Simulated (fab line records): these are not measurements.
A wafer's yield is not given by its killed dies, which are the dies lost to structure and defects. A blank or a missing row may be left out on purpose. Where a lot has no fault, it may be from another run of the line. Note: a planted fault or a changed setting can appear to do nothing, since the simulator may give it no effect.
Which tool was responsible?	flow nandHarc	72 wafers from 24 lots sampled at 6 of the route's 1159 steps

== WHAT THE GAUGES READ, wafer by wafer ==
NHARC_P_M0_CD_MEAS_16. Usual: cdNm reads 89.6 nm (standard deviation 0.74).
lot	measured	on	cdNm (nm)	flag
L074	day 5 23:17	cdSem-02	89.0 89.1 88.8	
L076	day 6 06:03	cdSem-02	89.4 89.2 88.8	
L075	day 6 09:29	cdSem-03	89.6 88.9 89.8	
L077	day 6 10:41	cdSem-03	91.1 88.7 89.8	
L078	day 7 00:29	cdSem-01	90.8 89.7 88.6	
L079	day 7 01:09	cdSem-03	89.6 89.5 90.2	
L080	day 7 02:12	cdSem-02	90.5 90.4 90.1	
L081	day 7 10:27	cdSem-01	91.1 90.0 88.9	
L082	day 7 18:52	cdSem-03	90.2 89.1 90.0	
L083	day 8 01:26	cdSem-01	89.1 89.8 89.6	
L085	day 8 10:28	cdSem-01	88.9 89.9 89.1	
L084	day 8 10:49	cdSem-02	92.3 90.3 89.6	
L086	day 9 00:23	cdSem-02	89.4 91.0 89.9	
L087	day 9 01:28	cdSem-01	89.1 90.2 90.7	
L088	day 9 21:11	cdSem-03	89.3 89.2 89.5	
L089	day 9 23:14	cdSem-02	89.6 90.2 89.6	
L091	day 10 02:17	cdSem-02	89.3 89.3 89.4	
L090	day 10 03:02	cdSem-01	90.3 89.5 89.9	
L092	day 10 06:17	cdSem-03	89.2 88.7 89.3	
L093	day 10 08:28	cdSem-03	89.4 88.5 89.0	
L094	day 10 20:02	cdSem-02	89.4 89.8 89.1	
L095	day 11 07:15	cdSem-01	91.1 89.2 89.5	
L096	day 11 08:07	cdSem-03	90.7 89.9 90.1	
L097	day 11 13:00	cdSem-03	88.7 89.2 88.8	

NHARC_P_M1_INSPECT_11. Usual: rawDefectCount reads 4.2 (standard deviation 2.6).
lot	measured	on	rawDefectCount	flag
L074	day 6 02:52	defectInspect-02	4 0 5	
L076	day 6 09:47	defectInspect-01	2 5 5	
L075	day 6 13:28	defectInspect-01	2 3 3	
L077	day 6 14:28	defectInspect-01	8 6 7	
L078	day 7 04:25	defectInspect-01	2 7 6	
L079	day 7 04:52	defectInspect-01	3 4 7	
L080	day 7 06:07	defectInspect-01	7 6 5	
L081	day 7 14:08	defectInspect-02	6 4 2	
L082	day 7 22:58	defectInspect-02	5 1 4	
L083	day 8 05:07	defectInspect-01	2 0 3	
L085	day 8 14:09	defectInspect-02	6 6 3	
L084	day 8 14:30	defectInspect-02	1 2 2	
L086	day 9 04:04	defectInspect-01	11 12 12	
L087	day 9 05:02	defectInspect-02	6 4 5	
L088	day 10 00:55	defectInspect-01	4 7 7	
L089	day 10 02:47	defectInspect-01	1 3 5	
L091	day 10 05:59	defectInspect-02	1 6 4	
L090	day 10 06:56	defectInspect-02	3 2 7	
L092	day 10 10:01	defectInspect-01	5 4 0	
L093	day 10 12:26	defectInspect-01	0 4 3	
L094	day 10 23:48	defectInspect-02	2 3 1	
L095	day 11 10:48	defectInspect-02	9 1 6	
L096	day 11 11:40	defectInspect-02	4 2 2	
L097	day 11 16:41	defectInspect-02	5 2 3	

NHARC_P_BONDPAD_OVL_MEAS_38. Usual: overlayXNm -3 nm, standard deviation 4.7; overlayYNm 0 nm, standard deviation 5.4.
lot	measured	on	overlayXNm (nm)	overlayYNm (nm)	flag
L074	day 6 11:55	overlay-01	-4 -4 -4	0 0 0	
L076	day 6 19:09	overlay-02	0 0 0	2 2 2	
L075	day 6 22:45	overlay-01	2 1 2	1 1 2	
L077	day 6 23:57	overlay-01	-1 -1 -1	4 3 4	
L078	day 7 13:07	overlay-02	-12 -11 -12	-1 -1 -1	
L079	day 7 14:08	overlay-01	-3 -3 -3	6 6 6	
L080	day 7 14:58	overlay-02	2 2 2	7 6 6	
L081	day 7 23:05	overlay-01	1 1 0	9 9 9	
L082	day 8 07:29	overlay-01	1 2 2	-2 -2 -2	
L083	day 8 14:03	overlay-02	1 1 0	-9 -10 -9	
L085	day 8 23:02	overlay-01	-7 -7 -7	-6 -6 -6	
L084	day 9 00:08	overlay-01	0 0 0	-13 -13 -13	
L086	day 9 12:49	overlay-02	-1 -1 -1	-11 -12 -12	
L087	day 9 14:00	overlay-01	-3 -3 -3	4 5 5	
L088	day 10 09:49	overlay-02	-1 -1 -1	-1 -2 -1	
L089	day 10 11:44	overlay-02	-1 -1 -1	2 2 1	
L091	day 10 14:46	overlay-02	-12 -13 -12	3 2 3	
L090	day 10 15:46	overlay-01	-5 -5 -6	3 3 2	
L092	day 10 18:35	overlay-01	-6 -6 -6	2 1 2	
L093	day 10 21:32	overlay-01	-12 -12 -12	1 1 1	
L094	day 11 08:50	overlay-02	-5 -5 -4	1 1 1	
L095	day 11 19:29	overlay-01	-9 -9 -9	6 6 6	
L096	day 11 20:14	overlay-02	-1 -1 -1	2 2 2	
L097	day 12 01:22	overlay-02	6 6 6	0 0 1	

== EACH LOT AND THE TOOL THAT RAN IT (in order: tool; ch and the chambers of the sampled wafers; start) ==
lot	NHARC_P_M0_ETCH_34	NHARC_P_M2_ETCH_35	NHARC_P_M2_PRE_CLEAN_32
L074	rieDiel-05 ch 0,1,2, day 5 23:04	rieDiel-06 ch 1,2,3, day 6 07:20	pecvd-01 ch 0,1, day 6 09:55
L076	rieDiel-05 ch 0,1,2, day 6 05:50	rieDiel-06 ch 1,2,3, day 6 14:35	pecvd-01 ch 0,1, day 6 17:12
L075	rieDiel-01 ch 1,2,3, day 6 09:16	rieDiel-06 ch 1,2,3, day 6 18:06	pecvd-01 ch 0,1, day 6 20:48
L077	rieDiel-01 ch 0,1,3, day 6 10:28	rieDiel-02 ch 1,2,3, day 6 19:22	pecvd-02 ch 0,1,2, day 6 22:01
L078	rieDiel-05 ch 0,2, day 7 00:16	rieDiel-06 ch 0,2, day 7 08:45	pecvd-01 ch 0,1, day 7 11:21
L079	rieDiel-05 ch 1,2, day 7 00:56	rieDiel-11 ch 2,3, day 7 09:17	pecvd-01 ch 0,1,2, day 7 12:15
L080	rieDiel-05 ch 0,1,2, day 7 01:59	rieDiel-06 ch 0,2,3, day 7 10:34	pecvd-03 ch 0,1,2, day 7 13:19
L081	rieDiel-01 ch 0,1, day 7 10:13	rieDiel-06 ch 0,3, day 7 18:28	pecvd-03 ch 0,1, day 7 21:05
L082	rieDiel-01 ch 0,1,3, day 7 18:40	rieDiel-02 ch 2,3, day 8 03:07	pecvd-01 ch 0,1, day 8 05:41
L083	rieDiel-01 ch 0,1, day 8 01:13	rieDiel-06 ch 0,1,3, day 8 09:35	pecvd-01 ch 1,2, day 8 12:16
L085	rieDiel-05 ch 2,3, day 8 10:15	rieDiel-06 ch 0,3, day 8 18:40	pecvd-02 ch 1,2, day 8 21:14
L084	rieDiel-01 ch 0,1,2, day 8 10:36	rieDiel-06 ch 0,2,3, day 8 19:46	pecvd-03 ch 0,1,2, day 8 22:21
L086	rieDiel-01 ch 1,2,3, day 9 00:10	rieDiel-06 ch 0,2,3, day 9 08:28	pecvd-03 ch 0,1,2, day 9 11:01
L087	rieDiel-05 ch 2,3, day 9 01:16	rieDiel-06 ch 1,2, day 9 09:28	pecvd-01 ch 0,2, day 9 12:02
L088	rieDiel-05 ch 0,1,2, day 9 20:59	rieDiel-06 ch 1,2,3, day 10 05:34	pecvd-01 ch 0,2, day 10 08:10
L089	rieDiel-12 ch 0,3, day 9 23:02	rieDiel-06 ch 0,1,2, day 10 07:32	pecvd-02 ch 1,2, day 10 10:05
L091	rieDiel-12 ch 0,1,2, day 10 02:05	rieDiel-06 ch 0,2,3, day 10 10:19	pecvd-02 ch 1,2, day 10 12:56
L090	rieDiel-01 ch 0,1, day 10 02:49	rieDiel-11 ch 1,3, day 10 11:19	pecvd-01 ch 0,1,2, day 10 13:55
L092	rieDiel-01 ch 0,2, day 10 06:04	rieDiel-06 ch 0,1,3, day 10 14:12	pecvd-02 ch 0,1, day 10 16:47
L093	rieDiel-12 ch 0,3, day 10 08:15	rieDiel-06 ch 1,2, day 10 17:06	pecvd-01 ch 1,2, day 10 19:42
L094	rieDiel-05 ch 1,3, day 10 19:48	rieDiel-02 ch 0,1,2, day 11 04:24	pecvd-03 ch 0,2, day 11 07:01
L095	rieDiel-01 ch 0,3, day 11 07:02	rieDiel-06 ch 2,3, day 11 15:14	pecvd-02 ch 1,2, day 11 17:49
L096	rieDiel-01 ch 0,1,3, day 11 07:55	rieDiel-06 ch 0,1, day 11 15:54	pecvd-03 ch 1,2, day 11 18:33
L097	rieDiel-05 ch 1,2,3, day 11 12:47	rieDiel-02 ch 1,2,3, day 11 21:08	pecvd-02 ch 0,1,2, day 11 23:41
- NHARC_P_M0_ETCH_34: etches the open film in N2/H2, target depth 40 nm, overetch 12 nm, time 43.94 s.
- NHARC_P_M2_ETCH_35: etches the open film in N2/H2, target depth 40 nm, overetch 12 nm, time 43.94 s.
- NHARC_P_M2_PRE_CLEAN_32: time 12 s.

== WHAT THE TOOLS THEMSELVES READ (means of the sampled wafers that have a number; where no wafer has one, the mark that the record gives instead) ==
NHARC_P_M0_ETCH_34. Usual: drypumpMotorCurrentA 5.9 A, standard deviation 0.62; mfcArSccm 0.009 sccm, standard deviation 0.0089; n2FlowSccm 150.0 sccm, standard deviation 0.42; oesProductAu 0.997 a.u., standard deviation 0.011; rfVppV 431.5 V, standard deviation 2.2; showerheadPlenumPTorr 2.08 Torr, standard deviation 0.074; throttleValvePct 14.172 %, standard deviation 0.0083.
lot	tool	drypumpMotorCurrentA (A)	mfcArSccm (sccm)	n2FlowSccm (sccm)	oesProductAu (a.u.)	rfVppV (V)	showerheadPlenumPTorr (Torr)	throttleValvePct (%)	flag
L074	rieDiel-05	5.8	0.007	149.8	0.993	431.5	2.07	14.175	
L076	rieDiel-05	5.8	0.007	150.2	1.004	430.6	2.07	14.163	
L075	rieDiel-01	5.9	0.013	150.7	1.003	430.7	2.03	14.169	
L077	rieDiel-01	6.3	0.015	150.2	1.007	431.1	2.07	14.172	
L078	rieDiel-05	5.3	0.014	150.3	0.985	429.3	2.04	14.170	
L079	rieDiel-05	5.9	0.007	150.5	1.007	430.2	2.06	14.164	
L080	rieDiel-05	5.8	0.007	149.7	0.995	431.6	2.07	14.167	
L081	rieDiel-01	6.3	0.009	149.7	0.986	433.3	2.14	14.169	
L082	rieDiel-01	6.4	0.015	149.9	0.987	432.0	2.07	14.178	
L083	rieDiel-01	6.3	0.014	150.7	0.988	434.9	2.14	14.172	
L085	rieDiel-05	5.1	0.007	149.7	0.997	432.0	2.09	14.163	
L084	rieDiel-01	5.8	0.011	149.8	0.983	431.8	2.09	14.174	
L086	rieDiel-01	5.9	0.013	150.0	0.987	430.7	2.03	14.177	
L087	rieDiel-05	5.1	0.007	149.7	1.007	431.5	2.09	14.166	
L088	rieDiel-05	5.8	0.007	150.3	1.001	431.7	2.07	14.175	
L089	rieDiel-12	6.5	0.008	150.0	0.982	431.7	2.06	14.180	
L091	rieDiel-12	6.1	0.000	150.1	1.005	431.8	2.09	14.172	
L090	rieDiel-01	6.3	0.009	149.7	0.983	433.6	2.14	14.174	
L092	rieDiel-01	5.9	0.016	150.4	0.995	432.3	2.09	14.177	
L093	rieDiel-12	6.5	0.008	149.8	0.996	431.0	2.06	14.168	
L094	rieDiel-05	5.6	0.000	149.6	0.999	433.2	2.12	14.173	
L095	rieDiel-01	6.4	0.021	150.3	1.005	429.6	2.01	14.169	
L096	rieDiel-01	6.4	0.015	150.0	0.994	431.3	2.07	14.173	
L097	rieDiel-05	5.5	0.007	150.1	1.011	430.9	2.07	14.173	

NHARC_P_M2_ETCH_35. Usual: drypumpMotorCurrentA 5.7 A, standard deviation 0.47; mfcArSccm 0.012 sccm, standard deviation 0.0091; n2FlowSccm 150.0 sccm, standard deviation 0.48; oesProductAu 0.999 a.u., standard deviation 0.0094; rfVppV 429.9 V, standard deviation 3; showerheadPlenumPTorr 2.02 Torr, standard deviation 0.1; throttleValvePct 14.174 %, standard deviation 0.0089.
lot	tool	drypumpMotorCurrentA (A)	mfcArSccm (sccm)	n2FlowSccm (sccm)	oesProductAu (a.u.)	rfVppV (V)	showerheadPlenumPTorr (Torr)	throttleValvePct (%)	flag
L074	rieDiel-06	5.9	0.016	149.7	1.011	428.0	1.96	14.175	
L076	rieDiel-06	5.9	0.016	149.4	1.001	428.3	1.96	14.168	
L075	rieDiel-06	5.9	0.016	150.2	1.014	428.0	1.96	14.171	
L077	rieDiel-02	5.4	0.005	149.7	0.993	430.6	2.01	14.170	
L078	rieDiel-06	5.6	0.009	149.5	0.994	432.1	2.10	14.180	
L079	rieDiel-11	5.5	0.000	150.2	1.001	427.9	1.95	14.176	
L080	rieDiel-06	6.0	0.010	149.8	1.004	430.9	2.04	14.177	
L081	rieDiel-06	5.9	0.010	150.0	0.994	434.3	2.15	14.177	
L082	rieDiel-02	5.5	0.009	149.9	0.995	429.1	2.01	14.183	
L083	rieDiel-06	5.9	0.016	149.9	0.995	431.1	2.06	14.168	
L085	rieDiel-06	5.9	0.010	149.7	0.997	433.1	2.14	14.172	
L084	rieDiel-06	6.0	0.010	150.3	1.004	430.3	2.04	14.178	
L086	rieDiel-06	6.0	0.010	150.2	0.997	430.5	2.04	14.174	
L087	rieDiel-06	5.6	0.015	150.7	1.005	427.0	1.92	14.170	
L088	rieDiel-06	5.9	0.016	149.9	1.013	428.9	1.96	14.165	
L089	rieDiel-06	5.5	0.015	149.6	0.999	430.1	2.02	14.180	
L091	rieDiel-06	6.0	0.010	149.7	0.993	431.2	2.04	14.179	
L090	rieDiel-11	5.7	0.000	150.0	0.993	429.7	2.02	14.172	
L092	rieDiel-06	5.8	0.016	149.7	0.996	431.0	2.06	14.177	
L093	rieDiel-06	5.6	0.015	149.7	1.001	426.9	1.92	14.172	
L094	rieDiel-02	5.2	0.005	150.1	1.002	430.9	2.05	14.166	
L095	rieDiel-06	6.3	0.012	149.7	0.989	429.8	1.99	14.175	
L096	rieDiel-06	5.5	0.015	149.8	0.987	432.4	2.12	14.170	
L097	rieDiel-02	5.4	0.005	149.9	1.001	429.6	2.00	14.172	

NHARC_P_M2_PRE_CLEAN_32. Usual: heaterPowerW reads 657 W (standard deviation 58).
lot	tool	heaterPowerW (W)	flag
L074	pecvd-01	645	
L076	pecvd-01	669	
L075	pecvd-01	657	
L077	pecvd-02	633	
L078	pecvd-01	635	
L079	pecvd-01	668	
L080	pecvd-03	672	
L081	pecvd-03	725	
L082	pecvd-01	686	
L083	pecvd-01	710	
L085	pecvd-02	631	
L084	pecvd-03	625	
L086	pecvd-03	634	
L087	pecvd-01	734	
L088	pecvd-01	698	
L089	pecvd-02	701	
L091	pecvd-02	666	
L090	pecvd-01	661	
L092	pecvd-02	621	
L093	pecvd-01	678	
L094	pecvd-03	604	
L095	pecvd-02	598	
L096	pecvd-03	622	
L097	pecvd-02	646	

== THE ANSWER, worked out from the rows above alone ==
Rule: a lot counts as off when the mean over its wafers that have a number is more than 3 standard deviations away from the usual mean. Also off: a lot with no number at a reading for which 4 or more lots have one. Any other lot the step has rows for is counted as sound. Order of review: gauges by route order, followed by the tools' own readings, for which a lot's mean as printed above is used. At the first step where some lot is off, the reading lying furthest off is the one used; lots without a number count as furthest.
Across all readings shown, no lot is off: no conclusion can be drawn from this.

== WHAT THE SIMULATOR HAD PUT IN ==
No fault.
